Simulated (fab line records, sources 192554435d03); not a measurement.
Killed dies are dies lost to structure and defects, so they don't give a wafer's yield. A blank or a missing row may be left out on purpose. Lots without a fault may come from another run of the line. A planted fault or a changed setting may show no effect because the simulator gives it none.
fab line records	flow n5_finfet
record lots=7	wafers=21
route steps=1938 shown BEOL_M2@873 BEOL_M3@931 BEOL_M4@1064 BEOL_M5@1116 BEOL_M6@1200
start_h: hours from the record's first day to the start of the lot's first wafer shown	wait_h: hours since the lot's step before	" the same as in the row above	L1.1+2: a single row standing in for several wafers	- no value present, or no start provided	* or withheld: withheld	< > ~ a bound
route shown NAME@n: names a module that has steps shown in the file, with the first one's number in the route	usual: mean/standard deviation taken from wafers without a fault	same: alike in all rows	chamber/n: place in a boat	sites: each site's reading	_std_site: standard deviation of those values	_edge_site: mean of outer sites minus mean of inner sites	radius_mm: for every site, how far away it sits from the centre of the wafer	mask NAME#n: copy n	behind: the most recent tool/chamber to have shaped the wafer	hold: the reason the lot was held/the length of the hold in hours/how it ended	device: transistor that didn't switch, given as n, p or np	end of line: the tests these same wafers got at the end of their route	a step with no rows: only its recipe	killed: at the first sort, the dies lost to defects and structure; wafer yield is something else	map: the dies of a wafer, with x for killed, . for not killed, _ for no die there
set.NAME: the setting as run; set.NAME@STEP: as run at that earlier step	model.NAME: the simulator's own value behind a step, which no gauge read
lots with deliberately changed settings; one table per step, one row per wafer
## steps
# step N5_BEOL_M2_EXPOSE_25
# recipe mask_id=V1	na=0.33	source_shape=quasar	sigma_inner=0.2	sigma_outer=0.8	polarization=unpolarized	defocus_nm=5	dose_mj=63
lot.wafer	tool	chamber	start_h	wait_h	mask	set.dose_mj
L080.2+3+5	euv_scanner-02	0	171.30	-	V1#0	63
L082.1+6	euv_scanner-01	0	184.09	-	V1#0	63
L082.4	"	0	"	"	V1#0	59.89
L083.1+3	euv_scanner-02	0	188.84	-	V1#0	63
L083.5	"	0	"	"	V1#0	59.6
L090.4	euv_scanner-01	0	228.84	-	V1#0	65.73
L090.5+6	"	0	"	"	V1#0	63
L091.2+3	euv_scanner-02	0	231.73	-	V1#0	63
L091.6	"	0	"	"	V1#0	65.27
L092.1+3+6	euv_scanner-02	0	258.67	-	V1#0	63
L096.1+5+6	euv_scanner-01	0	274.59	-	V1#0	63
# step N5_BEOL_M2_PEB_26
# recipe peb_temp_c=100	peb_time_s=60	resist=CAR-EUV
# step N5_BEOL_M2_DEVELOP_27
# recipe develop_time_s=30	developer=TMAH	resist=CAR-EUV	rinse_liquid=surfactant_rinse	dry=air_spin	dev_temp_c=23
lot.wafer	tool	chamber	start_h	wait_h	set.spin_rpm@BEOL_M2_COAT_22	model.CAR-EUV_of_BEOL_M2_COAT_22.thk_nm
L080.2	litho_track-05	0	-	-	1643	28.2
L080.3+5	"	0	"	"	1500	29.6
L082.1	litho_track-05	0	-	-	1560	29
L082.4+6	"	0	"	"	1500	29.6
L083.1	litho_track-05	0	-	-	1500	29.6
L083.3+5	"	0	"	"	1500	29.4
L090.4+5	litho_track-03	0	-	-	1500	29.6
L090.6	"	0	"	"	1359	31.2
L091.2+3	litho_track-03	0	-	-	1500	29.6
L091.6	"	0	"	"	1562	29
L092.1+6	litho_track-03	0	-	-	1654	28
L092.3	"	0	"	"	1500	29.4
L096.1+5+6	litho_track-04	0	-	-	1500	29.4
# step N5_BEOL_M2_CD_MEAS_28
# recipe target_cd_nm=26.2	landing_energy_ev=500	detector=se_inlens	target_cd_y_nm=24.1	polarity=opening
# usual cd_nm=26.11/0.24
lot.wafer	tool	chamber	start_h	wait_h	set.dose_mj@BEOL_M2_EXPOSE_25	cd_nm
L080.2	cd_sem-01	0	171.43	-	63	26.05
L080.3	"	0	"	"	63	26.12
L080.5	"	0	"	"	63	25.92
L082.1	cd_sem-02	0	184.24	-	63	25.87
L082.4	"	0	"	"	59.89	25.40
L082.6	"	0	"	"	63	26.65
L083.1	cd_sem-02	0	188.98	-	63	26.00
L083.3	"	0	"	"	63	26.46
L083.5	"	0	"	"	59.6	24.71
L090.4	cd_sem-02	0	228.96	-	65.73	26.86
L090.5	"	0	"	"	63	26.07
L090.6	"	0	"	"	63	25.84
L091.2	cd_sem-02	0	231.87	-	63	26.22
L091.3	"	0	"	"	63	25.78
L091.6	"	0	"	"	65.27	26.80
L092.1	cd_sem-03	0	258.82	-	63	26.14
L092.3	"	0	"	"	63	25.89
L092.6	"	0	"	"	63	26.23
L096.1	cd_sem-02	0	274.73	-	63	26.41
L096.5	"	0	"	"	63	26.13
L096.6	"	0	"	"	63	26.20
# step N5_BEOL_M2_DESCUM_33
# recipe chemistry=O2	time_s=7	source_power_w=50	bias_power_w=20	pressure_mtorr=20	rf_frequency_hz=2.712e+07	temp_c=40	resist=CAR-EUV	o2_flow_sccm=225
# step N5_BEOL_M2_ETCH_77
# recipe chemistry=N2/H2	target=underlayer	target_depth_a=65	mask_material=CAR-EUV	time_s=5.2	ion_energy_ev=200	pressure_mtorr=30	source_w=840	bias_w=150	n2_flow_sccm=200	h2_flow_sccm=200	ends=cleared
lot.wafer	tool	chamber	start_h	wait_h	set.spin_rpm@BEOL_M2_COAT_22	model.CAR-EUV_of_BEOL_M2_COAT_22.thk_nm
L080.2	rie_diel-05	3	171.59	0.0	1643	19.2
L080.3+5	"	0	"	"	1500	20.4
L082.1	rie_diel-04	2	184.40	0.0	1560	20
L082.4+6	"	0	"	"	1500	20.6
L083.1+5	rie_diel-04	2,0	189.16	0.0	1500	20.4
L083.3	"	0	"	"	1500	20.2
L090.4+5	rie_diel-05	1,3	229.12	0.0	1500	20.4
L090.6	"	2	"	"	1359	22
L091.2	rie_diel-06	1	232.02	0.0	1500	20.2
L091.3	"	2	"	"	1500	20.4
L091.6	"	1	"	"	1562	19.8
L092.1+6	rie_diel-04	3,0	258.98	0.0	1654	19
L092.3	"	1	"	"	1500	20
L096.1+5	rie_diel-04	0	274.99	0.0	1500	20.4
L096.6	"	1	"	"	1500	20.2
# step N5_BEOL_M3_ILD_DEP_00
# recipe material=SiOC	target_thk_a=790	temp_c=350	precursor=DEMS/O2	pressure_torr=5	rf_w=500	time_s=15.3
lot.wafer	tool	chamber	start_h	wait_h	set.time_s	model.SiOC_of_BEOL_M3_ILD_DEP_00.thk_nm
L080.2	pecvd-02	0	183.15	0.0	15.3	77.4
L080.3	"	2	"	"	15.3	77.8
L080.5	"	1	"	"	15.95	82.4
L083.1	pecvd-01	0	200.58	0.0	15.3	79.6
L083.3	"	1	"	"	15.3	76.8
L083.5	"	0	"	"	14.15	74.4
L082.1	pecvd-01	1	200.78	0.0	15.3	77.2
L082.4	"	2	"	"	17.05	88.2
L082.6	"	0	"	"	17.05	90.2
L090.4+6	pecvd-02	0,1	235.10	0.1	15.3	79.6
L090.5	"	2	"	"	17.59	92.4
L091.2	pecvd-01	2	241.87	0.0	15.3	79.8
L091.3	"	0	"	"	13.89	72.8
L091.6	"	0	"	"	15.3	82
L092.1	pecvd-01	2	266.16	0.0	17.39	89.2
L092.3	"	1	"	"	15.3	78
L092.6	"	0	"	"	15.3	81.4
L096.1	pecvd-02	2	279.65	0.0	15.3	78.8
L096.5	"	1	"	"	15.3	79.4
L096.6	"	0	"	"	15.3	78.4
# step N5_BEOL_M3_THK_MEAS_01
# recipe reads=SiOC_of_BEOL_M3_ILD_DEP_00
# usual M3_ILD_THK=79.2/1.3
lot.wafer	tool	chamber	start_h	wait_h	set.time_s@BEOL_M3_ILD_DEP_00	M3_ILD_THK[nm]
L080.2	film_metro-01	-	183.21	0.1	15.3	77.4
L080.3	"	-	"	"	15.3	77.8
L080.5	"	-	"	"	15.95	82.4
L083.1	film_metro-02	-	200.65	0.0	15.3	79.6
L083.3	"	-	"	"	15.3	76.9
L083.5	"	-	"	"	14.15	74.3
L082.1	film_metro-01	-	200.85	0.0	15.3	77.2
L082.4	"	-	"	"	17.05	88.3
L082.6	"	-	"	"	17.05	90.1
L090.4	film_metro-01	-	235.16	0.0	15.3	79.5
L090.5	"	-	"	"	17.59	92.5
L090.6	"	-	"	"	15.3	79.6
L091.2	film_metro-01	-	241.94	0.1	15.3	79.8
L091.3	"	-	"	"	13.89	72.8
L091.6	"	-	"	"	15.3	82.1
L092.1	film_metro-01	-	266.23	0.0	17.39	89.2
L092.3	"	-	"	"	15.3	78.1
L092.6	"	-	"	"	15.3	81.4
L096.1	film_metro-02	-	279.72	0.0	15.3	78.7
L096.5	"	-	"	"	15.3	79.4
L096.6	"	-	"	"	15.3	78.3
# step N5_BEOL_M3_HM_DEP_02
# recipe material=TiN	target_thk_a=200	temp_c=25	chamber_pressure_pa=0.49996
lot.wafer	tool	chamber	start_h	wait_h	set.target_thk_a	model.TiN_of_BEOL_M3_HM_DEP_02.thk_nm
L080.2	pvd_sputter-01	-	184.20	0.9	200	19.8
L080.3	"	-	"	"	214.8	21.2
L080.5	"	-	"	"	200	19.6
L083.1	pvd_sputter-03	-	202.54	1.8	200	20.2
L083.3	"	-	"	"	200	20.4
L083.5	"	-	"	"	200	20
L082.1	pvd_sputter-01	-	202.76	1.9	200	20.6
L082.4+6	"	-	"	"	178.3	18.2
L090.4	pvd_sputter-01	-	235.69	0.5	200	19.8
L090.5	"	-	"	"	200	20
L090.6	"	-	"	"	200	19.6
L091.2	pvd_sputter-01	-	242.11	0.1	200	19.8
L091.3+6	"	-	"	"	175.7	17.4
L092.1	pvd_sputter-02	-	266.38	0.1	215.4	21.2
L092.3	"	-	"	"	200	19.8
L092.6	"	-	"	"	200	19.6
L096.1	pvd_sputter-01	-	280.63	0.9	200	19.8
L096.5	"	-	"	"	200	19.6
L096.6	"	-	"	"	200	20
# step N5_BEOL_M3_COAT_61
# recipe resist=SOC	temp_c=250	time_s=60	spin_rpm=1500	resist_thk_nm=60
# step N5_BEOL_M3_COAT_62
# recipe resist=SiARC	temp_c=220	time_s=60	spin_rpm=1500	resist_thk_nm=12
# step N5_BEOL_M3_STRIP_75
# recipe chemistry=N2/H2	temp_c=40	n2_flow_sccm=200	h2_flow_sccm=200	rf_frequency_hz=6e+07
# step N5_BEOL_M3_STRIP_66
# recipe chemistry=CF4	resist=SiARC	power_w=300	bias_power_w=75	pressure_mtorr=50	cf4_flow_sccm=150	rf_frequency_hz=6e+07
# step N5_BEOL_M3_HM_OPEN_17
# recipe chemistry=Cl2/BCl3	target_depth_a=200	overetch_a=60	target=TiN	mask_material=SOC	ion_energy_ev=150	pressure_mtorr=10	icp_w=1000	bias_w=126	Cl2_flow_sccm=53.25	bcl3_flow_sccm=21.75	Ar_flow_sccm=25
lot.wafer	tool	chamber	start_h	wait_h	set.target_thk_a@BEOL_M3_HM_DEP_02	model.etch.depth_nm
L080.2	rie_metal-01	0	185.09	0.0	200	19.71
L080.3	"	0	"	"	214.8	21.2
L080.5	"	0	"	"	200	19.63
L083.1	rie_metal-03	0	203.64	0.0	200	20.23
L083.3	"	1	"	"	200	20.46
L083.5	"	1	"	"	200	20.03
L082.1	rie_metal-01	0	203.70	0.0	200	20.53
L082.4	"	0	"	"	178.3	18.28
L082.6	"	0	"	"	178.3	18.19
L090.4	rie_metal-01	0	236.96	0.1	200	19.87
L090.5	"	1	"	"	200	20.02
L090.6	"	0	"	"	200	19.58
L091.2	rie_metal-03	1	242.94	0.0	200	19.85
L091.3	"	0	"	"	175.7	17.44
L091.6	"	1	"	"	175.7	17.32
L092.1	rie_metal-02	1	267.27	0.0	215.4	21.25
L092.3	"	1	"	"	200	19.75
L092.6	"	1	"	"	200	19.65
L096.1	rie_metal-01	1	281.99	0.0	200	19.83
L096.5	"	1	"	"	200	19.61
L096.6	"	1	"	"	200	19.98
# step N5_BEOL_M4_ETCH_70
# recipe chemistry=N2/H2	target=SOC	target_depth_a=800	overetch_a=240	mask_material=SiARC	temp_c=40	time_s=130	ion_energy_ev=200	pressure_mtorr=30	source_w=840	bias_w=150	n2_flow_sccm=200	h2_flow_sccm=200
# usual rf_vpp_V=524.9/2.7
lot.wafer	tool	chamber	start_h	wait_h	set.bias_w	rf_vpp_V	model.SiARC_of_BEOL_M4_COAT_68.thk_nm
L080.2	rie_diel-06	2	199.66	0.0	150	527.7	5.8
L080.3	"	1	"	"	150	523.1	6.2
L080.5	"	3	"	"	172.5	574.7	4.6
L082.1	rie_diel-04	3	220.09	0.0	168.8	561.1	4.8
L082.4	"	3	"	"	168.8	561.1	4.8
L082.6	"	2	"	"	150	520.5	5.8
L083.1	rie_diel-05	2	226.45	0.0	150	523.0	6
L083.3	"	1	"	"	133.2	492.1	6.4
L083.5	"	0	"	"	133.2	491.3	6.2
L090.4	rie_diel-06	1	250.35	0.0	150	521.2	6.2
L090.5	"	3	"	"	150	523.6	5.8
L090.6	"	2	"	"	172	575.9	4.8
L091.2	rie_diel-05	2	255.59	0.0	127.3	472.2	7.2
L091.3	"	0	"	"	150	527.2	5.2
L091.6	"	2	"	"	150	523.5	6
L092.1	rie_diel-04	0	280.15	0.0	135.9	492.6	6.4
L092.3	"	3	"	"	150	521.2	5.8
L092.6	"	1	"	"	150	524.4	5.6
L096.1	rie_diel-04	0	294.04	0.0	150	527.1	5.6
L096.5	"	0	"	"	150	526.2	5.6
L096.6	"	1	"	"	150	525.9	5.6
# step N5_BEOL_M5_HM_DEP_02
# recipe material=TiN	target_thk_a=200	temp_c=25	chamber_pressure_pa=0.49996
lot.wafer	tool	chamber	start_h	wait_h	set.target_thk_a	model.TiN_of_BEOL_M5_HM_DEP_02.thk_nm
L080.2+5	pvd_sputter-01	-	208.42	1.7	174.2	17.4
L080.3	"	-	"	"	174.2	17.6
L082.1	pvd_sputter-03	-	226.88	0.8	176.2	17.2
L082.4	"	-	"	"	200	19.8
L082.6	"	-	"	"	200	19.6
L083.1	pvd_sputter-01	-	232.61	0.2	200	20
L083.3	"	-	"	"	222.7	22.6
L083.5	"	-	"	"	200	20.2
L090.4+5	pvd_sputter-02	-	257.52	0.2	200	20
L090.6	"	-	"	"	200	20.4
L091.2	pvd_sputter-03	-	265.26	3.0	200	19.8
L091.3	"	-	"	"	219.7	21.6
L091.6	"	-	"	"	219.7	21.4
L092.1	pvd_sputter-03	-	286.93	0.7	208.7	20.6
L092.3	"	-	"	"	200	20
L092.6	"	-	"	"	208.7	20.2
L096.1+6	pvd_sputter-01	-	301.57	1.4	200	20
L096.5	"	-	"	"	200	19.6
# step N5_BEOL_M5_COAT_59
# recipe resist=SOC	temp_c=250	time_s=60	spin_rpm=1500	resist_thk_nm=60
# step N5_BEOL_M5_COAT_60
# recipe resist=SiARC	temp_c=220	time_s=60	spin_rpm=1500	resist_thk_nm=12
# step N5_BEOL_M5_STRIP_73
# recipe chemistry=N2/H2	temp_c=40	n2_flow_sccm=200	h2_flow_sccm=200	rf_frequency_hz=6e+07
# step N5_BEOL_M5_STRIP_64
# recipe chemistry=CF4	resist=SiARC	power_w=300	bias_power_w=75	pressure_mtorr=50	cf4_flow_sccm=150	rf_frequency_hz=6e+07
# step N5_BEOL_M5_HM_OPEN_17
# recipe chemistry=Cl2/BCl3	target_depth_a=200	overetch_a=60	target=TiN	mask_material=SOC	ion_energy_ev=150	pressure_mtorr=10	icp_w=1000	bias_w=126	Cl2_flow_sccm=53.25	bcl3_flow_sccm=21.75	Ar_flow_sccm=25
lot.wafer	tool	chamber	start_h	wait_h	set.target_thk_a@BEOL_M5_HM_DEP_02	model.etch.depth_nm
L080.2	rie_metal-02	0	209.40	0.0	174.2	17.33
L080.3	"	0	"	"	174.2	17.63
L080.5	"	1	"	"	174.2	17.32
L082.1	rie_metal-01	1	227.64	0.0	176.2	17.25
L082.4	"	0	"	"	200	19.71
L082.6	"	0	"	"	200	19.53
L083.1	rie_metal-02	0	233.49	0.0	200	19.95
L083.3	"	1	"	"	222.7	22.52
L083.5	"	0	"	"	200	20.23
L090.4+5	rie_metal-01	1,0	258.31	0.1	200	20.07
L090.6	"	1	"	"	200	20.34
L091.2	rie_metal-01	1	266.02	0.0	200	19.76
L091.3	"	0	"	"	219.7	21.64
L091.6	"	0	"	"	219.7	21.35
L092.1	rie_metal-03	0	287.69	0.0	208.7	20.6
L092.3	"	0	"	"	200	20
L092.6	"	0	"	"	208.7	20.15
L096.1	rie_metal-02	0	302.48	0.0	200	20.04
L096.5	"	0	"	"	200	19.64
L096.6	"	1	"	"	200	20.1
# step N5_BEOL_M6_COAT_60
# recipe resist=SiARC	temp_c=220	time_s=60	spin_rpm=1500	resist_thk_nm=35
lot.wafer	tool	chamber	start_h	wait_h	set.spin_rpm	model.SiARC_of_BEOL_M6_COAT_60.thk_nm
L080.2+3	litho_track-01	0	-	-	1500	34.8
L080.5	"	0	"	"	1500	35
L082.1+4	litho_track-03	0	-	-	1418	36.2
L082.6	"	0	"	"	1500	35.2
L083.1	litho_track-03	0	-	-	1500	34.8
L083.3	"	0	"	"	1639	33.4
L083.5	"	0	"	"	1639	33.6
L090.4+6	litho_track-01	0	-	-	1500	35
L090.5	"	0	"	"	1500	35.2
L091.2	litho_track-01	0	-	-	1413	36.2
L091.3+6	"	0	"	"	1413	36
L092.1+3+6	litho_track-01	0	-	-	1500	35
L096.1	litho_track-03	0	-	-	1500	34.8
L096.5+6	"	0	"	"	1500	35
# step N5_BEOL_M6_COAT_05
# recipe resist=CAR-ArF	spin_rpm=1500	resist_thk_nm=90
# step N5_BEOL_M6_EBR_07
# recipe solvent=PGMEA	ebr_width_mm=1.5
# step N5_BEOL_M6_DESCUM_16
# recipe chemistry=O2	time_s=7.9	source_power_w=50	bias_power_w=20	pressure_mtorr=20	rf_frequency_hz=2.712e+07	temp_c=40	resist=CAR-ArF	o2_flow_sccm=225
# step N5_BEOL_M6_ETCH_61
# recipe chemistry=CF4	target=SiARC	target_depth_a=455	mask_material=CAR-ArF	time_s=75.8	ion_energy_ev=80	pressure_mtorr=40	source_w=545	bias_w=36	Ar_flow_sccm=100	cf4_flow_sccm=100	ends=cleared
lot.wafer	tool	chamber	start_h	wait_h	set.spin_rpm@BEOL_M6_COAT_60	model.CAR-ArF_of_BEOL_M6_COAT_05.thk_nm	model.etch.depth_nm
L080.2	rie_diel-04	3	221.98	0.0	1500	51.2	34.86
L080.3	"	0	"	"	1500	50.8	34.87
L080.5	"	2	"	"	1500	50.8	34.92
L082.1	rie_diel-04	3	239.52	0.0	1418	50	36.11
L082.4	"	0	"	"	1418	50.2	36.14
L082.6	"	2	"	"	1500	50.8	35.16
L083.1	rie_diel-04	2	245.48	0.0	1500	51.2	34.88
L083.3	"	0	"	"	1639	52.4	33.47
L083.5	"	2	"	"	1639	52.4	33.54
L090.4	rie_diel-06	1	274.29	0.0	1500	50.6	35.06
L090.5	"	3	"	"	1500	50.8	35.14
L090.6	"	0	"	"	1500	50.8	35.09
L091.2	rie_diel-05	2	276.14	0.0	1413	50.2	36.13
L091.3	"	1	"	"	1413	50.2	36.01
L091.6	"	2	"	"	1413	50.2	36.09
L092.1	rie_diel-05	2	299.25	0.0	1500	51	35
L092.3	"	0	"	"	1500	51	34.96
L092.6	"	2	"	"	1500	51	34.97
L096.1	rie_diel-04	3	316.29	0.0	1500	51.4	34.9
L096.5	"	1	"	"	1500	51.2	34.99
L096.6	"	2	"	"	1500	51.6	34.98
# step N5_BEOL_M6_ETCH_62
# recipe chemistry=N2/H2	target=SOC	target_depth_a=1100	overetch_a=220	mask_material=SiARC	temp_c=40	time_s=165	ion_energy_ev=200	pressure_mtorr=30	source_w=840	bias_w=150	n2_flow_sccm=200	h2_flow_sccm=200
lot.wafer	tool	chamber	start_h	wait_h	set.time_s
L080.2+3+5	rie_diel-04	3,0,2	222.03	0.0	165
L082.1+4+6	rie_diel-04	3,0,2	239.58	0.0	165
L083.1+3	rie_diel-04	2,0	245.54	0.0	165
L083.5	"	2	"	"	176.8
L090.4+6	rie_diel-06	1,0	274.34	0.0	183
L090.5	"	3	"	"	165
L091.2+3	rie_diel-05	2,1	276.20	0.0	154.1
L091.6	"	2	"	"	165
L092.1+6	rie_diel-05	2	299.31	0.0	165
L092.3	"	0	"	"	191.6
L096.1+5+6	rie_diel-04	3,1,2	316.35	0.0	165
# step N5_BEOL_M6_STRIP_68
# recipe chemistry=N2/H2	temp_c=40	n2_flow_sccm=200	h2_flow_sccm=200	rf_frequency_hz=6e+07
# step N5_BEOL_M6_STRIP_67
# recipe chemistry=CF4	resist=SiARC	power_w=300	bias_power_w=75	pressure_mtorr=50	cf4_flow_sccm=150	rf_frequency_hz=6e+07
# step N5_BEOL_M6_HM_OPEN_17
# recipe chemistry=Cl2/BCl3	target_depth_a=200	overetch_a=60	target=TiN	mask_material=SOC	ion_energy_ev=150	pressure_mtorr=10	icp_w=1000	bias_w=126	Cl2_flow_sccm=53.25	bcl3_flow_sccm=21.75	Ar_flow_sccm=25
lot.wafer	tool	chamber	start_h	wait_h	set.time_s@BEOL_M6_ETCH_62	model.etch.depth_nm
L080.2	rie_metal-03	0	222.22	0.0	165	20.32
L080.3	"	0	"	"	165	19.91
L080.5	"	0	"	"	165	20.37
L082.1	rie_metal-02	0	239.77	0.0	165	20.12
L082.4	"	0	"	"	165	19.55
L082.6	"	0	"	"	165	19.69
L083.1	rie_metal-03	0	245.72	0.0	165	20.15
L083.3	"	1	"	"	165	20.07
L083.5	"	1	"	"	176.8	18.99
L090.4	rie_metal-03	0	274.62	0.1	183	18.32
L090.5	"	0	"	"	165	19.87
L090.6	"	0	"	"	183	18.31
L091.2	rie_metal-02	1	276.38	0.0	154.1	20.3
L091.3	"	1	"	"	154.1	20.05
L091.6	"	0	"	"	165	19.97
L092.1	rie_metal-01	0	299.50	0.0	165	20.26
L092.3	"	0	"	"	191.6	17.04
L092.6	"	0	"	"	165	20.3
L096.1	rie_metal-01	1	316.53	0.0	165	19.78
L096.5	"	1	"	"	165	20.42
L096.6	"	0	"	"	165	20.23
# step N5_BEOL_M6_COAT_22
# recipe resist=CAR-EUV	spin_rpm=1500	resist_thk_nm=30
lot.wafer	tool	chamber	start_h	wait_h	set.spin_rpm	model.CAR-EUV_of_BEOL_M6_COAT_22.thk_nm
L080.2	litho_track-02	0	-	-	1500	29.8
L080.3+5	"	0	"	"	1452	30.4
L082.1	litho_track-02	0	-	-	1500	30
L082.4+6	"	0	"	"	1350	31.6
L083.1	litho_track-02	0	-	-	1450	30.6
L083.3	"	0	"	"	1500	30
L083.5	"	0	"	"	1450	30.4
L090.4+5	litho_track-01	0	-	-	1622	28.8
L090.6	"	0	"	"	1500	29.8
L091.2+6	litho_track-02	0	-	-	1500	30
L091.3	"	0	"	"	1649	28.6
L092.1+3	litho_track-02	0	-	-	1581	29.2
L092.6	"	0	"	"	1500	29.8
L096.1+5+6	litho_track-01	0	-	-	1500	30
## key
split step=N5_BEOL_M2_EXPOSE_25	setting=dose_mj	stated=63	by=wafer
response step=N5_BEOL_M2_CD_MEAS_28	reading=cd_nm	change=+0.225	per=1%	r=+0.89
split step=N5_BEOL_M3_ILD_DEP_00	setting=time_s	stated=15.3	by=wafer
response step=N5_BEOL_M3_ILD_DEP_00	reading=model.SiOC_of_BEOL_M3_ILD_DEP_00.thk_nm	change=+0.831	per=1%	r=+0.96
response step=N5_BEOL_M3_THK_MEAS_01	reading=M3_ILD_THK	change=+0.835	per=1%	r=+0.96
split step=N5_BEOL_M3_HM_DEP_02	setting=target_thk_a	stated=200	by=wafer
response step=N5_BEOL_M3_HM_DEP_02	reading=model.TiN_of_BEOL_M3_HM_DEP_02.thk_nm	change=+0.205	per=1%	r=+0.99
response step=N5_BEOL_M3_HM_OPEN_17	reading=model.etch.depth_nm	change=+0.206	per=1%	r=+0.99
split step=N5_BEOL_M4_ETCH_70	setting=bias_w	stated=150	by=wafer
response step=N5_BEOL_M4_ETCH_70	reading=rf_vpp_V	change=+3.34	per=1%	r=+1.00
response step=N5_BEOL_M4_ETCH_70	reading=model.SiARC_of_BEOL_M4_COAT_68.thk_nm	change=-0.082	per=1%	r=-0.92
split step=N5_BEOL_M5_HM_DEP_02	setting=target_thk_a	stated=200	by=wafer
response step=N5_BEOL_M5_HM_DEP_02	reading=model.TiN_of_BEOL_M5_HM_DEP_02.thk_nm	change=+0.198	per=1%	r=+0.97
response step=N5_BEOL_M5_HM_OPEN_17	reading=model.etch.depth_nm	change=+0.193	per=1%	r=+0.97
split step=N5_BEOL_M6_COAT_60	setting=spin_rpm	stated=1500	by=wafer
response step=N5_BEOL_M6_COAT_60	reading=model.SiARC_of_BEOL_M6_COAT_60.thk_nm	change=-0.151	per=1%	r=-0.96
response step=N5_BEOL_M6_ETCH_61	reading=model.CAR-ArF_of_BEOL_M6_COAT_05.thk_nm	change=+0.129	per=1%	r=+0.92
response step=N5_BEOL_M6_ETCH_61	reading=model.etch.depth_nm	change=-0.156	per=1%	r=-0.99
split step=N5_BEOL_M6_ETCH_62	setting=time_s	stated=165	by=wafer
response step=N5_BEOL_M6_HM_OPEN_17	reading=model.etch.depth_nm	change=-0.166	per=1%	r=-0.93
split step=N5_BEOL_M6_COAT_22	setting=spin_rpm	stated=1500	by=wafer
response step=N5_BEOL_M6_COAT_22	reading=model.CAR-EUV_of_BEOL_M6_COAT_22.thk_nm	change=-0.142	per=1%	r=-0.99
split outside_this_file step=N5_BEOL_M2_COAT_22 setting=spin_rpm
# split outside_this_file: this setting was split too, and the file shows its column; the key of that split is in another file
